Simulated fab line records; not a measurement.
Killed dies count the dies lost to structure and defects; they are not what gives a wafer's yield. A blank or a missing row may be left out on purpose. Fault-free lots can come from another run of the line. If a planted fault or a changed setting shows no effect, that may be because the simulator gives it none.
Problem report, 8D (eight disciplines) form, completed by code -- flow n5-finfet -- the parts of the form that need people (team, actions taken, sign-off) are left out

1. WHAT WENT WRONG
raw-defect-count at N5_BEOL_M2_INSPECT_30 reads a mean of 1239 on 6 wafers of 2 lots; wafers without a fault read 394 with a standard deviation of 89. Measured from the usual mean, that is +9.5 standard deviations.
The step: inspects for defects (brightfield).
The first sign was on wafer L139.3 at day 8 04:26, on defect-inspect-01. At this step, 12 wafers from 4 lots have a number in the record. Rule for "out", or "out of limits": more than 4 standard deviations from the usual mean. The rest of the wafers with a number are treated as sound.

2. WHAT IT IS AND WHAT IT IS NOT
question,is,is not
which readings at this step,raw-defect-count,-
which lots,"L139, L141","L137, L157"
which wafers of those lots,all that have a number,-
read on which gauges,defect-inspect-01,defect-inspect-02
when,from day 8 04:26,up to then (3 sound wafers); but 3 sound wafers of L157 came after

3. WHAT RULES OUT EACH SUSPECT
Counting: any tool at a process step up to the reading is kept as a suspect provided that every lot that is out went through it and no sound lot did after the first of them.
- the gauge at N5_BEOL_M2_INSPECT_30 has been ruled out. All the wafers that are out were read on defect-inspect-01, but those of them that N5_PASSIVATION_PROBE_49 has rows for are out there too, on other tools.
- rie-metal-02 at N5_BEOL_M2_HM_OPEN_17 (chemistry Cl2/BCl3, target TiN, target depth 20 nm, overetch 6 nm): kept. It processed each lot that is out, first L139 at day 8 03:53, and no sound lot thereafter; up to then, the last sound lot it processed was L137 at day 7 07:48.
Remaining after the count: rie-metal-02 at N5_BEOL_M2_HM_OPEN_17.

4. THE CAUSE (what the simulator had put in)
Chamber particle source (rie-metal-02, N5_BEOL_M2_HM_OPEN_17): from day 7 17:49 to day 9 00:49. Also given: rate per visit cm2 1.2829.
Only this tool survived the counting.

5. SEQUENCE OF EFFECTS, ordered by route
Each row: a reading whose mean over the struck wafers that have a number lies more than 3 standard deviations from the usual. Scope: only readings with a usual standard deviation given in the record; hours: median across lots of the time from each lot's start at the first step in this table that gives one to its start at this step; sigmas: change in usual standard deviations.
hours,step,reading,usual,on struck wafers,change,sigmas
0,N5_BEOL_M2_INSPECT_30,raw-defect-count,394,1239,+845,+9.5
138,N5_PASSIVATION_PROBE_49,defect-limited-yield,91.2 %,82.5,-8.7,-6.2
138,N5_PASSIVATION_PROBE_49,killed_at_M0_to_M3,35,144,+109,+9.9
138,N5_PASSIVATION_PROBE_49,killed-dies,103,206,+103,+6.1
138,N5_PASSIVATION_PROBE_49,sort_bin_5_function,5.1 %,10.6,+5.5,+5.8
138,N5_PASSIVATION_PROBE_49,sort-n-pass,1077,974,-103,-6.1
138,N5_PASSIVATION_PROBE_49,sort-yield-pct,91.2 %,82.5,-8.7,-6.2
It contains these process steps:
- N5_PASSIVATION_PROBE_49
Later steps that measure or inspect, where all struck wafers having a row at the step show a number for every such reading and not one has moved that far: N5_BEOL_M4_RC_MEAS_101.

6. HOW IT WOULD HAVE BEEN CAUGHT EARLIER
Counted from the fault's start at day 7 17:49, it took 11 hours until the first out-of-limits reading at a measuring or inspecting step in this record, taken at day 8 04:26.
No tool reading at N5_BEOL_M2_HM_OPEN_17 that has a usual standard deviation in the record was out on any struck wafer, so an alarm limit of 4 standard deviations on those readings would not have fired.
Of the lots that are out (2), L141 began N5_BEOL_M2_HM_OPEN_17 on rie-metal-02 after day 8 04:26. Holding the tool at that time would have saved it.
